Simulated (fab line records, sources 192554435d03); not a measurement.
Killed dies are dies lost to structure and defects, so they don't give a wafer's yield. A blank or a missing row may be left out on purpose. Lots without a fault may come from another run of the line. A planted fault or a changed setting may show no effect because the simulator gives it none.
Split-lot experiment | flow n5_finfet | 7 lots, 21 wafers read, on a route of 1938 steps

THE SPLIT
At N5_FIN_SAQP_PECVD_06 (deposits a-Si from SiH4/He, target thk 60 nm, time 48.1 s), the setting time_s was moved away from the recipe's 48.1 s on 8 of the 21 wafers read, by -12.7% to +14.6%. The other wafers ran this setting at the recipe's value.

FROM THE SPLIT TO THE READING: what the file shows between them, 7 steps
- N5_FIN_SAQP_THK_MEAS_07
- N5_FIN_SAQP_EXPOSE_13: exposes mask FIN CORE, target cd 35.6 nm (also split here: dose_mj)
- N5_FIN_SAQP_PEB_14: peb time 60 s
- N5_FIN_SAQP_DEVELOP_15: develop time 30 s
- N5_FIN_SAQP_CD_MEAS_16: target cd 35.6 nm
- N5_FIN_SAQP_HM_OPEN_73: chemistry CHF3/O2, target SiO2, stops on a-Si, target depth 12 nm, time 16.8 s
- N5_FIN_SAQP_STRIP_74: strips in CHF3/O2

THE READING
etch.depth_nm (the simulator's own value, which no gauge read), in nm, at N5_FIN_SAQP_MANDREL_ETCH_22 (etches a-Si in HBr/Cl2, stops on SiNx, target depth 60 nm, bt time 10 s, time 30 s). The file gives no usual value for it. The 13 wafers here that ran the recipe average 60.51 nm, standard deviation 1.1 nm.

wafer  | tool, chamber at the split | time_s as run, s | against the recipe | etch.depth_nm, nm | against lot-mates on the recipe
L075.2 | pecvd-02, 2                | 48.1             | recipe             | 61.43             | -
L075.3 | pecvd-02, 0                | 48.1             | recipe             | 61.29             | -
L075.6 | pecvd-02, 0                | 48.1             | recipe             | 62.11             | -
L077.1 | pecvd-03, 1                | 48.1             | recipe             | 58.39             | -
L077.4 | pecvd-03, 1                | 48.1             | recipe             | 59.48             | -
L077.5 | pecvd-03, 0                | 48.1             | recipe             | 59.38             | -
L082.2 | pecvd-02, 0                | 48.1             | recipe             | 60.69             | -
L082.4 | pecvd-02, 2                | 48.1             | recipe             | 61.56             | -
L082.5 | pecvd-02, 0                | 48.1             | recipe             | 61.63             | -
L083.2 | pecvd-04, 2                | 49.93            | +3.8%              | 62.64             | +2.63
L083.3 | pecvd-04, 0                | 48.1             | recipe             | 60.01             | -
L083.6 | pecvd-04, 2                | 49.93            | +3.8%              | 63.59             | +3.58
L088.1 | pecvd-03, 1                | 41.97            | -12.7%             | 50.75             | -8.56
L088.2 | pecvd-03, 2                | 48.1             | recipe             | 59.31             | -
L088.6 | pecvd-03, 2                | 41.97            | -12.7%             | 53.02             | -6.29
L089.1 | pecvd-02, 0                | 48.1             | recipe             | 60.53             | -
L089.3 | pecvd-02, 1                | 55.1             | +14.6%             | 66.86             | +6.33
L089.4 | pecvd-02, 2                | 55.1             | +14.6%             | 69.51             | +8.98
L097.2 | pecvd-04, 0                | 42.85            | -10.9%             | 52.7              | -8.13
L097.4 | pecvd-04, 0                | 42.85            | -10.9%             | 53.14             | -7.69
L097.5 | pecvd-04, 2                | 48.1             | recipe             | 60.83             | -

THE FIT
A straight line over all 21 wafers: etch.depth_nm changes by +0.616 nm for each +1% of time_s; r = +0.97; the points scatter about the line by 1.2 nm.
The same after taking each lot's own level away (the mean of its wafers on the recipe; 21 wafers): +0.598 nm for each +1%; r = +0.98; scatter 0.9 nm.
On that fit, the largest move of time_s shifts the reading by 8.7 nm.
The lots' own levels span 59.083 to 61.610 nm, that is 2.3 times the standard deviation above.
So the lot-to-lot level changes the slope little: the two slopes agree.
Check: with one of the wafers moved furthest among these (+14.6%) left out of the fit, the line predicts +9.4 nm for it against its lot-mates. It came out at +6.33 nm against them.

OTHER SPLITS ON THESE WAFERS
These wafers also went through other splits before the reading. Each is held against what the fit with the lots' levels taken away leaves over:
other split on the same wafers | wafers away from the commonest value | r with etch.depth_nm (lot level and that fit taken away)
N5_WELL_APT_EXPOSE_22 dose_mj  | 11                                   | +0.08
N5_WELL_APT_PEB_23 peb_temp_c  | 7                                    | -0.03
N5_FIN_SAQP_EXPOSE_13 dose_mj  | 8                                    | -0.33

THE WHOLE CHAIN: every reading that the file lists as answering this split, in the file's order
step                        | what it does                                                                       | reading                                                                           | change (the file's fit)               | r (the file's)
N5_FIN_SAQP_PECVD_06        | deposits a-Si from SiH4/He, target thk 60 nm, time 48.1 s                          | a-Si_of_FIN_SAQP_PECVD_06.thk_nm (the simulator's own value, which no gauge read) | +0.6 nm for each +1% of the setting   | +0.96
N5_FIN_SAQP_THK_MEAS_07     |                                                                                    | thk_nm                                                                            | withheld for each +1% of the setting  | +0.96
N5_FIN_SAQP_MANDREL_ETCH_22 | etches a-Si in HBr/Cl2, stops on SiNx, target depth 60 nm, bt time 10 s, time 30 s | etch.depth_nm (the simulator's own value, which no gauge read)                    | +0.599 nm for each +1% of the setting | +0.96

THE FILE'S OWN FIT
etch.depth_nm changes by +0.599 nm for each +1% of time_s, r = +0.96.
